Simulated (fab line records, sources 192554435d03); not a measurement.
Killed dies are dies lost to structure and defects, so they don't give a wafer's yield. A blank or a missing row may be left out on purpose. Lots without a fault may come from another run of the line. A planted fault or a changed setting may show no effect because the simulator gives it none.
Which tool did it? | flow n5_finfet | 13 lots, 37 wafers sampled, at 2 steps of a route of 1938

WHAT THE GAUGES READ, wafer by wafer
N5_BEOL_M10_RS_MEAS_57: measures by four-point-probe.
lot  | measured     | on            | M10_RS (ohm/sq)
L311 | day 11 09:56 | film_metro-02 | 0.164 0.147 0.153
L312 | day 11 14:06 | film_metro-02 | 0.157 0.148 0.153
L316 | day 12 06:33 | film_metro-02 | 0.147 0.149
L315 | day 12 07:33 | film_metro-02 | 0.151 0.153 0.154
L317 | day 12 12:03 | film_metro-01 | 0.153 0.155 0.149
L320 | day 13 15:50 | film_metro-02 | 0.157 0.153 0.157
L322 | day 14 01:02 | film_metro-02 | 0.156 0.158 0.155
L321 | day 14 01:17 | film_metro-02 | 0.154 0.153 0.152
L324 | day 14 18:28 | film_metro-02 | 0.149 0.152 0.163
L327 | day 15 17:26 | film_metro-01 | 0.152 0.146
L329 | day 16 03:53 | film_metro-02 | 0.160 0.151 0.150
L331 | day 16 04:53 | film_metro-02 | 0.150 0.154 0.146
L330 | day 16 05:50 | film_metro-01 | 0.149 0.154 0.147

WHICH TOOL RAN EACH LOT (tool, then ch and the chambers of the sampled wafers, then the start)
lot  | N5_BEOL_M10_SPUTTER_48
L311 | pvd_sputter-03, day 11 08:59
L312 | pvd_sputter-02, day 11 13:05
L316 | pvd_sputter-02, day 12 05:33
L315 | pvd_sputter-02, day 12 06:35
L317 | pvd_sputter-03, day 12 11:03
L320 | pvd_sputter-03, day 13 14:41
L322 | pvd_sputter-02, day 13 23:43
L321 | pvd_sputter-02, day 13 23:50
L324 | pvd_sputter-03, day 14 17:01
L327 | pvd_sputter-02, day 15 16:07
L329 | pvd_sputter-01, day 16 02:35
L331 | pvd_sputter-02, day 16 03:55
L330 | pvd_sputter-01, day 16 04:53
- N5_BEOL_M10_SPUTTER_48: material Cu, target thk 12 nm, time 2 s.

WHAT THE TOOLS THEMSELVES READ (means of the sampled wafers that have a number; where no wafer has one, the mark that the record gives instead)
N5_BEOL_M10_SPUTTER_48.
lot  | tool           | bias_v (V) | chuck_sensor_temp_C (C) | throttle_valve_pct (%)
L311 | pvd_sputter-03 | 59.8       | -15.6                   | 29.5
L312 | pvd_sputter-02 | 60.4       | -16.0                   | 28.9
L316 | pvd_sputter-02 | 59.8       | -16.2                   | 29.4
L315 | pvd_sputter-02 | 60.6       | -15.4                   | 29.5
L317 | pvd_sputter-03 | 59.8       | -15.4                   | 29.9
L320 | pvd_sputter-03 | 60.2       | -15.7                   | 29.6
L322 | pvd_sputter-02 | 60.4       | -15.5                   | 29.7
L321 | pvd_sputter-02 | 59.8       | -15.8                   | 29.1
L324 | pvd_sputter-03 | 60.5       | -15.5                   | 29.9
L327 | pvd_sputter-02 | 60.0       | -14.8                   | 29.5
L329 | pvd_sputter-01 | 60.3       | -15.6                   | 31.0
L331 | pvd_sputter-02 | 60.0       | -15.7                   | 30.2
L330 | pvd_sputter-01 | 59.6       | -15.8                   | 30.4

THE ANSWER, worked out from the rows above alone
Rule: what is usual is taken from the lots themselves. Put in order of their means at a reading, lots are off if they are a third of the lots or fewer, leave a main group of 4 or more, and stand apart from it by a gap of 3 or more times the standard deviation of the main group's means; of several such gaps the widest counts. A main group whose means are all the same, to the digits that the tables above print for the reading, isn't used. A lot without any number at a reading at which 4 lots or more have one is off too. The other lots that the step has rows for count as sound. The gauges are gone through in route order, then the tools' own readings, and for those a lot's mean is taken as printed above. The first step at which some lot is off is used, and at that step the reading that is off furthest; a lot without a number counts as furthest.
No lot is off at any reading shown: from this, nothing can be told.

WHAT THE SIMULATOR HAD PUT IN
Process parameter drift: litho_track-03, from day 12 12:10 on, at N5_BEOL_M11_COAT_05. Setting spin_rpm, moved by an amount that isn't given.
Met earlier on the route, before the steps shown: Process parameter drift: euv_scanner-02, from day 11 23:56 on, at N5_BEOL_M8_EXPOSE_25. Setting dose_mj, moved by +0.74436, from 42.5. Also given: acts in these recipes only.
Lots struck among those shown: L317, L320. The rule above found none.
